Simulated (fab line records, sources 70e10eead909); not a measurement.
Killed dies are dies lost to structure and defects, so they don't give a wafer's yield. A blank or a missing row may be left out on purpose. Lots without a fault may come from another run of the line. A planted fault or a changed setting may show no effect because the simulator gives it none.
fab line records | flow nand_harc
record lots=15 wafers=45 last_day=24
route steps=1159 shown A_CHANNEL_HOLE_D1@473 A_CHANNEL_FILL_D1@498
lots that met no fault: from a run of the same line without faults
start_h: hours from the record's first day to the start of the lot's first wafer shown | wait_h: hours since the lot's step before | " the same as in the row above | L1.1+2: a row that stands for several wafers | - no value, or no start given | * or withheld: withheld | < > ~ a bound
route shown NAME@n: a module of which the file shows steps, and the number in the route of the first | usual: mean/standard deviation of fault-free wafers | same: alike in all rows | chamber/n: place in a boat | sites: the reading at each site | _std_site: their standard deviation | _edge_site: outer sites' mean less inner sites' | radius_mm: how far each site lies from the wafer's centre | mask NAME#n: copy n | behind: the tool/chamber that last shaped the wafer | hold: why the lot was held/for how many hours/how that ended | device: the transistor (n, p or np) that didn't switch | end of line: the same wafers' tests at the end of the route | a step without rows: its recipe alone | killed: dies lost to structure and defects at the first sort, not the wafer's yield | map: a wafer's dies, x killed, . not, _ none there
set.NAME: the setting as run; set.NAME@STEP: as run at that earlier step | model.NAME: the simulator's own value behind a step, which no gauge read
steps of the route over a sample of lots; a table a step, a row a wafer
services: from which hour (start_h, from the record's first day; less than 0 if before it) a tool's chamber was out of use, for how many hours, and why
## steps
# step NHARC_A_CHANNEL_HOLE_D1_ETCH_21
# recipe bias_v=3000 source_w=withheld pressure_mtorr=20 time_s=514.3 ar_flow_sccm=375 c4f8_flow_sccm=89.3 o2_flow_sccm=35.7 temp_c=-20 target_depth_a=16000 chemistry=C4F8/O2/Ar
# usual c4f8_flow_sccm=89.32/0.25 drypump_motor_current_A=5.5/0.49 he_backside_leak_sccm=6.0/0.56 showerhead_plenum_p_Torr=3.78/0.077 throttle_valve_pct=32.156/0.0092
# columns lot.wafer tool chamber start_h wait_h c4f8_flow_sccm drypump_motor_current_A he_backside_leak_sccm rf_hours_counter_h showerhead_plenum_p_Torr throttle_valve_pct
L530.4 har_etch-01 0 176.21 0.3 89.95 4.8 5.6 - 3.83 32.145
L530.5 " 0 " " 89.23 4.8 5.9 - 3.83 32.141
L530.6 " 1 " " 89.38 6.0 5.6 - 3.83 32.169
L533.2 har_etch-01 1 190.31 0.3 89.55 5.9 5.6 190 3.82 32.153
L533.1 " 0 " " 89.18 4.8 5.8 190 3.83 32.163
L533.6 " 0 " " 89.43 4.8 6.0 - 3.82 32.150
L532.1 har_etch-02 1 190.92 0.3 89.80 5.3 5.9 104 3.66 32.168
L532.3 " 0 " " 89.25 6.0 5.6 - 3.87 32.165
L532.4 " 1 " " 89.39 5.3 6.1 - 3.66 32.165
L531.4 har_etch-01 0 194.68 0.3 89.00 4.8 6.0 - 3.82 32.166
L531.5 " 1 " " 89.53 5.9 6.1 - 3.82 32.128
L531.6 " 0 " " 89.33 4.8 6.0 - 3.82 32.159
L535.2 har_etch-02 1 195.09 0.3 89.48 5.3 6.1 108 3.66 32.157
L535.5 " 0 " " 89.60 6.0 5.6 - 3.87 32.150
L535.6 " 1 " " 89.18 5.3 6.0 - 3.66 32.154
L540.2 har_etch-02 0 241.28 0.3 89.24 6.0 5.9 125 3.86 32.173
L540.1 " 1 " " 89.48 5.3 5.7 125 3.65 32.145
L540.3 " 0 " " 89.70 6.0 5.1 - 3.86 32.156
L542.2 har_etch-02 0 256.85 0.3 89.20 6.0 6.0 132 3.86 32.148
L542.1 " 1 " " 89.37 5.3 6.2 132 3.65 32.156
L542.6 " 1 " " 89.29 5.3 6.6 - 3.65 32.163
L548.2 har_etch-01 1 275.64 0.3 89.53 5.9 5.9 228 3.80 32.165
L548.4 " 0 " " 89.45 4.8 6.0 - 3.80 32.170
L548.3 " 1 " " 89.46 5.9 10.7 - 3.80 32.163
L545.1 har_etch-02 1 279.57 0.3 89.42 5.3 6.6 142 3.64 32.145
L545.2 " 0 " " 89.26 6.0 5.6 142 3.85 32.140
L545.4 " 1 " " 89.33 5.3 6.4 - 3.64 32.153
L546.1 har_etch-01 1 279.79 0.3 89.41 5.9 5.7 232 3.80 32.163
L546.3 " 0 " " 89.09 4.8 6.2 - 3.80 32.160
L546.6 " 0 " " 89.29 4.8 6.5 - 3.80 32.163
L544.1 har_etch-02 1 283.82 0.3 89.22 5.3 5.9 146 3.64 32.174
L544.4 " 0 " " 89.07 6.0 5.2 - 3.85 32.154
L544.6 " 1 " " 89.24 5.3 6.2 - 3.64 32.149
L549.1 har_etch-01 0 287.41 0.3 89.57 4.8 6.2 239 3.80 32.144
L549.3 " 0 " " 89.63 4.8 6.2 - 3.80 32.157
L549.6 " 1 " " 88.89 6.0 5.7 - 3.80 32.145
L551.1 har_etch-02 1 297.62 0.3 89.08 5.3 6.0 151 3.64 32.173
L551.4 " 1 " " 89.02 5.3 5.7 - 3.64 32.154
L551.3 " 0 " " 89.01 6.0 6.2 - 3.85 32.152
L552.2 har_etch-01 0 304.80 0.3 89.50 4.8 6.1 248 3.79 32.155
L552.4 " 1 " " 89.21 5.9 5.9 - 3.79 32.148
L552.6 " 0 " " 89.62 4.8 6.4 - 3.79 32.154
L553.2 har_etch-02 1 306.31 0.3 89.10 5.3 6.1 156 3.63 32.159
L553.4 " 0 " " 88.77 6.0 5.5 - 3.84 32.150
L553.5 " 1 " " 89.22 5.3 6.1 - 3.63 32.153
# step NHARC_A_CHANNEL_HOLE_D1_ETCH_33
# recipe bias_v=400 source_w=2000 pressure_mtorr=25 time_s=90 ar_flow_sccm=375 c4f8_flow_sccm=41.7 o2_flow_sccm=83.3 temp_c=-20 target_depth_a=4000 chemistry=C4F8/O2/Ar
# usual c4f8_flow_sccm=41.68/0.12 drypump_motor_current_A=5.5/0.49 he_backside_leak_sccm=6.0/0.46 showerhead_plenum_p_Torr=3.83/0.08 throttle_valve_pct=27.620/0.01
# columns lot.wafer tool chamber start_h wait_h c4f8_flow_sccm drypump_motor_current_A he_backside_leak_sccm rf_hours_counter_h showerhead_plenum_p_Torr throttle_valve_pct
L530.4 har_etch-01 0 179.70 0.2 41.65 4.8 6.1 - 3.87 27.609
L530.5 " 0 " " 41.69 4.8 6.0 - 3.87 27.618
L530.6 " 1 " " 41.75 5.9 5.7 - 3.87 27.632
L533.2 har_etch-01 1 193.84 0.2 41.90 5.9 5.7 194 3.87 27.611
L533.1 " 0 " " 41.58 4.8 6.0 194 3.87 27.607
L533.6 " 0 " " 41.66 4.8 10.4 - 3.87 27.602
L532.1 har_etch-02 1 194.44 0.2 41.90 5.3 5.7 107 3.70 27.621
L532.3 " 0 " " 41.46 6.0 5.6 - 3.92 27.616
L532.4 " 1 " " 41.90 5.3 5.6 - 3.70 27.622
L531.4 har_etch-01 0 198.11 0.2 41.72 4.8 6.2 - 3.86 27.639
L531.5 " 1 " " 41.62 5.9 5.6 - 3.86 27.623
L531.6 " 0 " " 41.76 4.8 6.2 - 3.87 27.616
L535.2 har_etch-02 1 198.60 0.2 41.79 5.3 5.8 111 3.70 27.629
L535.5 " 0 " " 41.55 6.0 5.7 - 3.92 27.630
L535.6 " 1 " " 41.74 5.3 6.3 - 3.70 27.631
L540.2 har_etch-02 0 244.83 0.2 41.69 6.0 5.7 129 3.91 27.605
L540.1 " 1 " " 41.54 5.3 6.2 129 3.69 27.605
L540.3 " 0 " " 41.76 6.0 5.8 - 3.90 27.608
L542.2 har_etch-02 0 260.38 0.2 41.70 6.0 5.5 136 3.90 27.610
L542.1 " 1 " " 41.74 5.3 6.0 136 3.68 27.625
L542.6 " 1 " " 41.58 5.3 6.2 - 3.68 27.630
L548.2 har_etch-01 1 279.14 0.2 41.87 6.0 6.1 232 3.85 27.615
L548.4 " 0 " " 41.67 4.8 6.3 - 3.85 27.626
L548.3 " 1 " " 41.74 5.9 5.8 - 3.85 27.605
L545.1 har_etch-02 1 283.14 0.2 41.55 5.3 6.1 145 3.68 27.621
L545.2 " 0 " " 41.93 6.0 5.7 145 3.90 27.631
L545.4 " 1 " " 41.54 5.3 5.7 - 3.68 27.616
L546.1 har_etch-01 1 283.31 0.2 41.59 5.9 6.1 236 3.84 27.606
L546.3 " 0 " " 41.80 4.8 5.9 - 3.84 27.621
L546.6 " 0 " " 41.70 4.8 6.0 - 3.84 27.628
L544.1 har_etch-02 1 287.35 0.2 41.72 5.3 5.5 149 3.68 27.637
L544.4 " 0 " " 41.69 6.0 6.0 - 3.89 27.618
L544.6 " 1 " " 41.83 5.3 5.6 - 3.68 27.640
L549.1 har_etch-01 0 290.99 0.2 41.55 4.8 6.3 243 3.84 27.611
L549.3 " 0 " " 41.57 4.8 6.3 - 3.84 27.623
L549.6 " 1 " " 41.69 5.9 6.1 - 3.84 27.618
L551.1 har_etch-02 1 301.15 0.2 41.54 5.3 5.8 154 3.67 27.616
L551.4 " 1 " " 41.64 5.3 5.6 - 3.67 27.625
L551.3 " 0 " " 41.74 6.0 6.1 - 3.89 27.625
L552.2 har_etch-01 0 308.29 0.2 41.78 4.8 6.1 252 3.83 27.631
L552.4 " 1 " " 41.82 5.9 5.9 - 3.83 27.621
L552.6 " 0 " " 41.44 4.8 6.0 - 3.83 27.632
L553.2 har_etch-02 1 309.84 0.2 41.73 5.3 5.7 160 3.67 27.620
L553.4 " 0 " " 41.52 6.0 5.8 - 3.89 27.614
L553.5 " 1 " " 41.53 5.3 6.1 - 3.67 27.612
# step NHARC_A_CHANNEL_FILL_D1_CVD_18
# recipe target_thk_a=30 temp_c=550 material=poly-Si
# columns lot.wafer tool chamber start_h wait_h
L530.4+5+6 lpcvd_poly-01 0 203.61 -
L531.4+5+6 lpcvd_poly-01 0 219.39 -
L531.4+5+6 lpcvd_poly-01 0 221.62 0.5
L532.1+3+4 lpcvd_poly-01 0 219.39 -
L533.1+2+6 lpcvd_poly-01 0 219.39 -
L535.2+5+6 lpcvd_poly-01 0 219.39 -
L535.2+5+6 lpcvd_poly-01 0 221.62 0.5
L540.1+2+3 lpcvd_poly-01 0 268.74 -
L542.1+2+6 lpcvd_poly-02 0 285.16 -
L542.1+2+6 lpcvd_poly-02 0 287.39 0.5
L548.2+3+4 lpcvd_poly-01 0 303.18 -
L544.1+4+6 lpcvd_poly-01 0 309.85 -
L545.1+2+4 lpcvd_poly-01 0 309.85 -
L546.1+3+6 lpcvd_poly-01 0 309.85 -
L549.1+3+6 lpcvd_poly-03 0 314.90 -
L551.1+3+4 lpcvd_poly-03 0 324.91 -
L552.2+4+6 lpcvd_poly-02 0 334.16 -
L553.2+4+5 lpcvd_poly-02 0 334.16 -
# step NHARC_A_CHANNEL_FILL_D1_ETCHBACK_19
# recipe target_depth_a=50 time_s=1.7 hbr_flow_sccm=150 cl2_flow_sccm=50 rf_w=400 icp_w=400 bias_w=100 chemistry=HBr/Cl2
# usual drypump_motor_current_A=5.61/0.28 he_backside_leak_sccm=2.7/0.31 oes_product_au=1.001/0.0078 throttle_valve_pct=26.405/0.0099
# columns lot.wafer tool chamber start_h wait_h drypump_motor_current_A he_backside_leak_sccm oes_product_au rf_hours_counter_h throttle_valve_pct
L530.4 rie_si-04 0 205.70 0.4 5.52 2.5 0.994 1.0 26.421
L530.6 " 2 " " 5.69 2.7 1.000 - 26.387
L530.5 " 3 " " 5.02 2.6 0.981 - 26.402
L532.3 rie_si-04 1 221.47 0.4 5.97 2.4 1.003 1.2 26.404
L532.1 " 3 " " 5.02 2.7 1.001 1.0 26.388
L532.4 " 0 " " 5.54 2.5 1.003 1.1 26.400
L533.2 rie_si-01 2 221.48 0.4 5.98 2.6 1.007 0.7 26.416
L533.1 " 0 " " 6.01 2.4 0.993 0.9 26.403
L533.6 " 2 " " 6.00 2.6 1.010 - 26.419
L531.4 rie_si-05 0 224.06 0.7 5.74 2.6 0.999 1.6 26.396
L531.6 " 1 " " 5.70 2.6 0.993 - 26.400
L531.5 " 2 " " 5.40 2.7 1.011 - 26.403
L535.2 rie_si-05 3 224.09 0.8 5.27 2.8 0.992 1.4 26.386
L535.6 " 0 " " 5.72 2.6 0.999 - 26.399
L535.5 " 1 " " 5.77 2.7 0.994 - 26.409
L540.2 rie_si-01 1 270.80 0.4 5.76 2.7 1.010 1.2 26.387
L540.1 " 2 " " 5.97 2.7 0.996 1.1 26.407
L540.3 " 3 " " 5.60 2.8 0.988 1.1 26.415
L542.2 rie_si-05 1 289.82 0.7 5.73 2.8 1.009 0.3 26.390
L542.1 " 2 " " 5.36 2.7 1.001 0.2 26.391
L542.6 " 1 " " 5.77 2.7 0.997 - 26.384
L548.4 rie_si-04 1 305.25 0.4 5.98 2.4 0.993 0.1 26.401
L548.3 " 2 " " 5.69 2.6 0.992 0.1 26.409
L548.2 " 3 " " 5.03 2.4 0.990 0.1 26.411
L545.2 rie_si-04 2 311.89 0.4 5.71 2.8 0.986 0.2 26.388
L545.4 " 3 " " 5.03 2.6 0.994 0.3 26.412
L545.1 " 1 " " 5.95 2.4 0.993 0.2 26.404
L544.4 rie_si-05 0 311.90 0.4 5.74 2.7 1.001 0.5 26.406
L544.1 " 2 " " 5.39 2.7 1.004 0.5 26.406
L544.6 " 0 " " 5.73 2.7 1.003 - 26.410
L546.3 rie_si-05 3 311.97 0.5 5.26 2.6 0.999 0.5 26.408
L546.1 " 1 " " 5.72 5.3 1.004 0.5 26.405
L546.6 " 3 " " 5.24 2.5 1.000 - 26.416
L549.3 rie_si-04 1 316.94 0.4 5.95 2.4 0.990 0.3 26.392
L549.1 " 2 " " 5.69 2.4 0.992 0.2 26.413
L549.6 " 2 " " 5.70 2.4 0.993 - 26.409
L551.4 rie_si-05 0 327.02 0.4 5.75 2.7 0.996 0.7 26.406
L551.1 " 1 " " 5.84 2.6 1.006 0.7 26.398
L551.3 " 2 " " 5.38 2.7 1.007 0.7 26.404
L553.2 rie_si-05 2 336.21 0.4 5.38 2.7 0.990 0.8 26.416
L553.4 " 1 " " 5.70 2.6 1.001 0.8 26.410
L553.5 " 3 " " 5.27 2.6 0.990 - 26.396
L552.4 rie_si-01 0 336.24 0.4 6.01 2.3 0.995 0.4 26.414
L552.2 " 1 " " 5.75 2.5 1.013 0.5 26.399
L552.6 " 2 " " 5.97 2.5 1.010 - 26.396
## services
# columns tool chamber start_h hours kind
rie_si-04 0 165.13 1.4 repair
rie_si-04 0 189.23 4.2 repair
har_etch-02 - 200.52 0.9 repair
rie_si-05 3 204.54 7.1 repair
rie_si-04 1 232.23 8.6 repair
rie_si-05 - 239.00 9.0 pm
rie_si-05 0 239.00 9.0 vent_cycle
rie_si-05 1 239.00 9.0 vent_cycle
rie_si-05 2 239.00 9.0 vent_cycle
rie_si-05 3 239.00 9.0 vent_cycle
rie_si-05 0 248.00 - clean
rie_si-05 1 248.00 - clean
rie_si-04 - 276.00 9.0 pm
rie_si-01 1 298.26 5.7 repair
rie_si-01 - 304.00 9.0 pm
har_etch-01 - 308.45 17.0 pm
har_etch-01 0 308.45 17.0 vent_cycle
har_etch-01 1 308.45 17.0 vent_cycle
rie_si-05 - 312.81 0.1 repair
har_etch-01 0 325.45 - clean
har_etch-01 0 325.45 - consumable_replace:focus_ring
har_etch-01 1 325.45 - clean
har_etch-01 1 325.45 - consumable_replace:focus_ring
rie_si-04 1 331.15 4.1 repair
## key
first_sign step=NHARC_A_CHANNEL_FILL_D1_CVD_18 reading=visit direction=added
effect none on later readings
met_at NHARC_A_CHANNEL_FILL_D1_CVD_18
struck_lots L531,L535,L542
later_rows_left_out L531.4,L531.5,L531.6,L535.2,L535.5,L535.6,L542.1,L542.2,L542.6
sort_left_out L531.4,L531.5,L531.6,L535.2,L535.5,L535.6,L542.1,L542.2,L542.6
tester_left_out L531,L535,L542
not_acting_at NHARC_A_CHANNEL_HOLE_D1_ETCH_21,NHARC_A_CHANNEL_HOLE_D1_ETCH_33,NHARC_A_CHANNEL_FILL_D1_ETCHBACK_19
fault kind=repeated_step_whole tool=lpcvd_poly-01,lpcvd_poly-02,lpcvd_poly-03 chamber=- onset_h=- steps=NHARC_A_CHANNEL_FILL_D1_CVD_18 times=1 scope=struck_lots_only
# tester_left_out: of these lots the tester's yield and bins aren't shown, on N5 and GAA mostly nor the transistor test; their killed dies are dies lost to structure and defects alone, not to doping, threshold or leakage, so they don't give the yield
# sort_left_out: the simulated sort isn't trusted on such a fault, so these wafers' sort isn't shown, and their yield isn't known
# later_rows_left_out: the simulator's readings of these wafers behind a module that went badly wrong aren't trusted and aren't shown, but for the sort
